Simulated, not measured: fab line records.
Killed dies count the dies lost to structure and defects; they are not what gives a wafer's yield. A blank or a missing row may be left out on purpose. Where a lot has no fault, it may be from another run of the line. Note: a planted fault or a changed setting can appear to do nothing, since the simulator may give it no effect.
A lot that was struck, set against a sound lot + flow n5 finfet + 16 out of 1938 route steps
Sound: these wafers, L336.1, L336.4, L336.5. Struck: wafer L341.3. (L341.1 of the same lot was not struck and is left out.) The cause comes at the end.
For every step that has rows: the tool of each side, followed by ch and its chambers, followed by its first start. Under that, the readings that differ: sound wafers + struck wafers + difference of the means + sigmas: that difference in standard deviations of wafers without a fault.
alike: same words and numbers on both sides, and readings whose means sit less than 2 such deviations apart. not compared: any withheld reading, any reading some wafer has no value for, any bound like >300 that may hide the same value, and any number with overlapping values for which the record gives no deviation.
Wherever a step has rows on one side only, a row that says differs or no value, or a row with sigmas, the two part there. Numbers that have no deviation but don't overlap get no sigmas and don't part them. A reading that every wafer of one side lacks parts them only if that side has two wafers or more.

first, 7 steps without rows for these wafers: N5_BEOL_M0_SAQP_COAT_87 (time 60 s, resist thk 5 nm); N5_BEOL_M0_SAQP_COAT_34 (resist thk 30 nm); N5_BEOL_M0_SAQP_EBR_36; N5_BEOL_M0_SAQP_SOFTBAKE_35 (time 60 s); N5_BEOL_M0_SAQP_EXPOSE_37 (exposes mask M0 CUT1, target cd 30 nm); N5_BEOL_M0_SAQP_PEB_38 (peb time 60 s); N5_BEOL_M0_SAQP_DEVELOP_39 (develop time 30 s).
N5_BEOL_M0_SAQP_CD_MEAS_40: target cd 30 nm.
  sound on cd sem-03 ch 0, day 6 22:00; struck on cd sem-02 ch 0, day 8 02:13
  alike: cd nm
N5_BEOL_M0_SAQP_OVL_MEAS_41:
  sound on overlay-02 ch 0, day 6 22:02; struck on overlay-02 ch 0, day 8 02:15
| reading          | sound          | struck | difference | sigmas |
|------------------|----------------|--------|------------|--------|
| M0_CUT1_OVL (nm) | -0.5 -0.6 -0.9 | 1.1    | +1.8       | +3     |
N5_BEOL_M0_SAQP_INSPECT_42: inspects for defects (brightfield).
  sound on defect inspect-01, day 6 22:05; struck on defect inspect-02, day 8 02:19
  alike: raw defect count
N5_BEOL_M0_SAQP_DESCUM_45: chemistry O2, time 7 s.
  sound on rie diel-02 ch 1,3, day 6 22:07; struck on rie diel-04 ch 1, day 8 02:24
  alike: drypump motor current A, oes product au, rf fwd power W, rf vpp V, showerhead plenum p Torr, throttle valve pct
  not compared: rf hours counter h
N5_BEOL_M0_SAQP_ETCH_88: etches underlayer in N2/H2, target depth 6.5 nm, time 5.2 s.
  sound on rie diel-02 ch 1,3, day 6 22:10; struck on rie diel-04 ch 1, day 8 02:26
| reading            | sound             | struck | difference | sigmas |
|--------------------|-------------------|--------|------------|--------|
| rf fwd power W (W) | 811.8 810.9 820.1 | 822.4  | +8.1       | +3     |
  alike: drypump motor current A, etch rf on time s, oes product au, rf vpp V, showerhead plenum p Torr, throttle valve pct
  not compared: rf hours counter h
N5_BEOL_M0_SAQP_ETCH_73: etches SiARC in CF4, target depth 19.5 nm, time 32.5 s.
  sound on rie diel-02 ch 1,3, day 6 22:10; struck on rie diel-04 ch 1, day 8 02:27
| reading               | sound          | struck | difference | sigmas |
|-----------------------|----------------|--------|------------|--------|
| etch rf on time s (s) | 33.2 33.5 32.5 | 21.0   | -12.1      | -17    |
| oes product au (a.u.) | 0.64 0.65 0.68 | 0.85   | +0.19      | +3     |
  alike: drypump motor current A, rf fwd power W, rf vpp V, showerhead plenum p Torr, throttle valve pct
  not compared: rf hours counter h
N5_BEOL_M0_SAQP_CUT_ETCH_46: etches SOC in N2/H2, target depth 135 nm, overetch 27 nm, time 202.5 s.
  sound on rie diel-02 ch 1,3, day 6 22:12; struck on rie diel-04 ch 1, day 8 02:29
| reading                     | sound             | struck | difference | sigmas |
|-----------------------------|-------------------|--------|------------|--------|
| drypump motor current A (A) | 4.9 5.0 5.7       | 6.2    | +1.0       | +2     |
| rf fwd power W (W)          | 837.8 840.7 838.6 | 832.3  | -6.7       | -3     |
  alike: rf vpp V, showerhead plenum p Torr, throttle valve pct
  not compared: rf hours counter h
-- record jumps: 2 days separate the struck wafers' starts on either side; left off in module BEOL_M0_SAQP, taken up again in module BEOL_M4, whose first shown step is the route's number 1111 --
N5_BEOL_M4_RC_MEAS_101:
  sound on prober-02 ch 0, day 9 02:42; struck on prober-02 ch 0, day 10 05:59
| reading        | sound          | struck | difference | sigmas |
|----------------|----------------|--------|------------|--------|
| DIBL_N (mV/V)  | 38.5 33.8 35.6 | 42.4   | +6.4       | +3     |
| DIBL_P (mV/V)  | 37.0 30.4 34.4 | 44.1   | +10.2      | +4     |
| IOFF_N (nA/um) | 0.20 0.11 0.14 | 0.31   | +0.16      | +4     |
| IOFF_P (nA/um) | 0.26 0.15 0.20 | 0.40   | +0.20      | +5     |
| ION_N (uA/um)  | 686 649 681    | 709    | +37        | +3     |
| ION_P (uA/um)  | 468 450 464    | 477    | +16        | +2     |
| SS_N (mV/dec)  | 71.7 70.4 70.5 | 72.8   | +1.9       | +3     |
| SS_P (mV/dec)  | 73.8 72.4 72.6 | 75.9   | +3.0       | +4     |
| VT_N (mV)      | 243 253 249    | 240    | -8         | -2     |
| VT_P (mV)      | -248 -252 -248 | -242   | +7         | +2     |
-- here the record skips 4 days between the struck wafers' starts before and after, leaving off in module BEOL_M4 and picking up in module PASSIVATION (first step shown: number 1936 of the route) --
N5_PASSIVATION_PROBE_49:
  sound on prober-02, day 13 02:31; struck on prober-02, day 14 12:55
| reading                | sound  | struck | difference | sigmas |
|------------------------|--------|--------|------------|--------|
| killed at other        | 1 7 13 | 1      | -6         | -2     |
| sort_bin_4_leakage (%) | 0 0 0  | 1.02   | +1.02      | +4     |
  alike: defect limited yield, killed_at_M0_to_M3, killed_at_M4_up, killed at contacts, killed at front end, killed dies, killed open, killed short, sort_bin_5_function, sort_bin_6_memory, sort_bin_8_speed, sort n pass, sort yield pct

WHERE THEY PART
At N5_BEOL_M0_SAQP_OVL_MEAS_41 first; at N5_PASSIVATION_PROBE_49 last (within this record only).

WHY: what had been put in by the simulator
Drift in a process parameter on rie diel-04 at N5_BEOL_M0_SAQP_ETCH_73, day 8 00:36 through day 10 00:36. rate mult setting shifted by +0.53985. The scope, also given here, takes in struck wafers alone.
